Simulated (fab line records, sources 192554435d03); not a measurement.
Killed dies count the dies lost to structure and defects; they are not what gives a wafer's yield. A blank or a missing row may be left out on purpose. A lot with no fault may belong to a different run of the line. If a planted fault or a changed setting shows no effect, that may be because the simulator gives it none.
Split-lot study ; flow n5Finfet ; on a route of 1938 steps: 7 lots, 21 wafers read

## THE SPLIT
At N5_MOL_CONTACT_COAG_ETCH_110 (etches Si in CF4/O2, target depth 2.5 nm, time 8 s), the setting biasW was moved away from the recipe's 12 W on 8 of the 21 wafers read, by -14.8% to +15.9%. All remaining wafers had this setting at the recipe value.

The reading comes from the split's own step.

## THE READING
rfVppV, in V, at N5_MOL_CONTACT_COAG_ETCH_110 (etches Si in CF4/O2, target depth 2.5 nm, time 8 s). Fault-free wafers of this fab line usually give 126 V, standard deviation 3.2 V.

wafer;tool, chamber at the split;biasW as run, W;against the recipe;rfVppV, V;against lot-mates on the recipe
L075.1;rieDiel-04, 3;10.22;-14.8%;111;-15
L075.4;rieDiel-04, 0;12;recipe;126;-
L075.6;rieDiel-04, 2;10.22;-14.8%;109;-17
L076.1;rieDiel-04, 1;12;recipe;124;-
L076.2;rieDiel-04, 3;12.99;+8.3%;135;+10
L076.5;rieDiel-04, 3;12;recipe;127;-
L084.1;rieDiel-04, 1;12.6;+5.0%;131;+6
L084.5;rieDiel-04, 2;12;recipe;125;-
L084.6;rieDiel-04, 1;12;recipe;125;-
L089.3;rieDiel-06, 1;12;recipe;129;-
L089.5;rieDiel-06, 2;12;recipe;132;-
L089.6;rieDiel-06, 1;12;recipe;128;-
L094.1;rieDiel-04, 2;12;recipe;125;-
L094.4;rieDiel-04, 3;13.84;+15.3%;141;+16
L094.6;rieDiel-04, 3;13.84;+15.3%;141;+16
L095.4;rieDiel-05, 1;12;recipe;127;-
L095.5;rieDiel-05, 2;12;recipe;127;-
L095.6;rieDiel-05, 3;12;recipe;123;-
L097.4;rieDiel-04, 3;13.91;+15.9%;141;+13
L097.5;rieDiel-04, 0;12;recipe;128;-
L097.6;rieDiel-04, 3;13.91;+15.9%;144;+16

THE FIT
A straight line over all 21 wafers: rfVppV changes by +1.02 V for each +1% of biasW; r = +0.97; the points scatter about the line by 2 V.
The same after taking each lot's own level away (the mean of its wafers on the recipe; 21 wafers): +1.02 V for each +1%; r = +0.99; scatter 1.4 V.
On that fit, the largest move of biasW shifts the reading by 16 V.
Across the lots, their own levels run from 125.0 to 129.7 V, a range of 1.5 times the standard deviation given above.
So the lot-to-lot level changes the slope little: the two slopes agree.
Check: with one of the wafers moved furthest among these (+15.9%) left out of the fit, the line predicts +16.8 V for it against its lot-mates. It came out at +13 V against them.
Tool readings at the split's step, against how far the setting was moved: rfVppV r = +0.97.

## OTHER SPLITS APPLIED TO THESE WAFERS
These wafers also went through other splits before the reading. Each is held against what the fit with the lots' levels taken away leaves over:
other split on the same wafers;wafers away from the commonest value;r with rfVppV (lot level and that fit taken away)
N5_HKMG_FIN_PEB_10 pebTimeS;9;-0.33
N5_GATE_CUT_ALD_22 aldCycles;6;-0.19
N5_MOL_CONTACT_COAG_COAT_103 spinRpm;4;-0.12

## THE FILE'S OWN FIT
rfVppV changes by +1 V for each +1% of biasW, r = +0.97.
